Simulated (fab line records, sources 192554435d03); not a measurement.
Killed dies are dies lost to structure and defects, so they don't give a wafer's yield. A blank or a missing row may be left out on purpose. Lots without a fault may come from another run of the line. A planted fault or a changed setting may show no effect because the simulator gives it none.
Chamber matching | flow n5_finfet | N5_BEOL_M10_STRIP_67 on rie_diel-05: 4 sister chambers
The step strips in CF4. 14 wafers are shown with their chamber, then 7 later ones without.

WAFERS WITH THEIR CHAMBER
wafer  | chamber | showerhead_plenum_p_Torr (Torr) | drypump_motor_current_A (A) | throttle_valve_pct (%)
L075.2 | 0       | 1.81                            | 5.5                         | 13.03
L075.4 | 2       | 1.74                            | 5.2                         | 13.31
L075.5 | 1       | 1.76                            | 5.8                         | 13.53
L081.1 | 1       | 1.76                            | 5.8                         | 13.56
L081.3 | 3       | 1.85                            | 5.6                         | 13.91
L081.6 | 2       | 1.74                            | 5.2                         | 13.35
L083.3 | 2       | 1.74                            | 5.2                         | 13.37
L083.4 | 3       | 1.85                            | 5.6                         | 13.92
L083.6 | 2       | 1.74                            | 5.2                         | 13.35
L085.1 | 0       | 1.80                            | 5.5                         | 13.11
L085.4 | 1       | 1.76                            | 5.8                         | 13.58
L085.6 | 3       | 1.85                            | 5.6                         | 13.95
L091.4 | 0       | 1.80                            | 5.4                         | 13.12
L091.5 | 1       | 1.75                            | 5.8                         | 13.60

SIGNATURES (means of the wafers above)
reading                  | chamber 0 | chamber 1 | chamber 2 | chamber 3 | scatter within a chamber
showerhead_plenum_p_Torr | 1.8033    | 1.7575    | 1.7400    | 1.8500    | 0.00376
drypump_motor_current_A  | 5.467     | 5.800     | 5.200     | 5.600     | 0.0258
throttle_valve_pct       | 13.0867   | 13.5675   | 13.3450   | 13.9267   | 0.0321
Rule: a wafer's distance from a chamber is the root of the sum, over the readings, of the square of ((its reading less the chamber's mean) divided by the reading's scatter). The wafer belongs to the nearest chamber; if the next one is less than 2 further off, it can't be placed. The scatter: the root of (the sum of the squares of (reading less its chamber's mean) over the shown wafers, divided by (wafers less chambers)).

WAFERS WITHOUT THEIR CHAMBER
wafer  | showerhead_plenum_p_Torr (Torr) | drypump_motor_current_A (A) | throttle_valve_pct (%)
L091.6 | 1.73                            | 5.2                         | 13.39
L096.1 | 1.73                            | 5.2                         | 13.40
L096.5 | 1.75                            | 5.8                         | 13.62
L096.6 | 1.73                            | 5.2                         | 13.42
L097.1 | 1.75                            | 5.8                         | 13.62
L097.2 | 1.80                            | 5.5                         | 13.15
L097.6 | 1.84                            | 5.6                         | 13.97

WHICH CHAMBER EACH WENT THROUGH
wafer  | from the rows above | in truth
L091.6 | 2                   | 2
L096.1 | 2                   | 2
L096.5 | 1                   | 1
L096.6 | 2                   | 2
L097.1 | 1                   | 1
L097.2 | 0                   | 0
L097.6 | 3                   | 3
Placed correctly: 7 of 7. Can't be placed from these rows: 0. Placed wrongly: 0.
